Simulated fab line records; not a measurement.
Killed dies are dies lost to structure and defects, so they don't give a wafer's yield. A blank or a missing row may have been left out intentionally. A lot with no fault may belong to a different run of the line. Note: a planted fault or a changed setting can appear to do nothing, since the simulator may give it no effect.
Chamber matching -- flow n5_finfet -- N5_BEOL_M10_ILD_DEP_00 on pecvd-03 has 3 sister chambers
The step deposits SiCOH lowk from DEMS/porogen, target thk 308.51 nm, time 58 s. 6 wafers are shown with their chamber, then 9 later ones without.

== EACH WAFER AND ITS CHAMBER ==
wafer,chamber,throttle_valve_pct (%),heater_power_w (W)
L082.2,0,13.4,416
L086.5,0,13.6,448
L086.6,2,11.9,279
L088.2,1,14.0,397
L088.3,2,11.9,261
L088.6,1,13.9,398

== WAFERS WITH NO CHAMBER GIVEN ==
wafer,throttle_valve_pct (%),heater_power_w (W)
L087.1,13.8,356
L087.3,12.2,308
L087.5,13.5,477
L090.1,13.4,428
L090.4,13.3,442
L090.6,13.9,437
L097.1,12.0,319
L097.2,13.4,379
L097.5,13.8,419

== THE CHAMBER EACH PASSED THROUGH ==
wafer,from the rows above,in truth
L087.1,1,1
L087.3,2,2
L087.5,0,0
L090.1,0,0
L090.4,0,0
L090.6,can't be placed: 1 or 0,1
L097.1,2,2
L097.2,0,0
L097.5,can't be placed: 1 or 0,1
Placed correctly: 7 of 9. From these rows, 2 cannot be placed; in 2 the true chamber is one of the candidates. Number placed wrongly: 0.
How it was worked out, from the rows above alone: a wafer's distance from a chamber is the root of the sum, over the readings, of the square of ((its reading less the chamber's mean) divided by the reading's scatter). The wafer belongs to the nearest chamber; if the next one is less than 2 further off, it can't be placed. Each chamber's mean is taken over the wafers shown for it. The scatter is the square root of a quotient: the sum, over the shown wafers, of each reading's squared deviation from its chamber's mean, divided by wafers minus chambers.
